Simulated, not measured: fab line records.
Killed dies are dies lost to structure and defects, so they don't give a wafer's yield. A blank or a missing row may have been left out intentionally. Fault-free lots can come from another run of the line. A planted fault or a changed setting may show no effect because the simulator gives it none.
Chamber matching + flow nand harc + NHARC_A_CHANNEL_HOLE_D2_DEP_01 on pecvd-04 has 3 sister chambers
The step deposits SiON, target thk 140 nm. 3 wafers are shown with their chamber, then 9 later ones without.

WAFERS PAIRED WITH THEIR CHAMBERS
| wafer  | chamber | heater power w (W) |
|--------|---------|--------------------|
| L084.1 | 0       | 711                |
| L084.3 | 2       | 834                |
| L084.6 | 1       | 697                |

WAFERS MISSING THEIR CHAMBER
| wafer  | heater power w (W) |
|--------|--------------------|
| L088.1 | 672                |
| L088.4 | 688                |
| L088.5 | 789                |
| L092.1 | 674                |
| L092.2 | 667                |
| L092.5 | 662                |
| L097.1 | 607                |
| L097.2 | 861                |
| L097.5 | 758                |

WHICH CHAMBER EACH ONE RAN IN
| wafer  | from the rows above          | in truth |
|--------|------------------------------|----------|
| L088.1 | can't be placed: 1 or 0      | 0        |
| L088.4 | can't be placed: 1 or 0      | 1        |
| L088.5 | can't be placed: 2 or 0 or 1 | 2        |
| L092.1 | can't be placed: 1 or 0      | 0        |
| L092.2 | can't be placed: 1 or 0      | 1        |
| L092.5 | can't be placed: 1 or 0      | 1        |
| L097.1 | can't be placed: 1 or 0      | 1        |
| L097.2 | 2                            | 2        |
| L097.5 | can't be placed: 0 or 1 or 2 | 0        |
Correct placement for 1 of the 9. From these rows, 8 cannot be placed; in 8 the true chamber is one of the candidates. Wrongly placed: 0.
How it was worked out, from the rows above alone: a wafer's distance from a chamber is the root of the sum, over the readings, of the square of ((its reading less the chamber's mean) divided by the reading's scatter). If the next closest chamber is less than 2 further off than the closest, the wafer can't be placed; otherwise it belongs to the closest. A chamber's mean is the mean of its shown wafers. The scatter: root of mean squared gap, hidden wafer to nearest shown wafer, with one shown wafer a chamber.
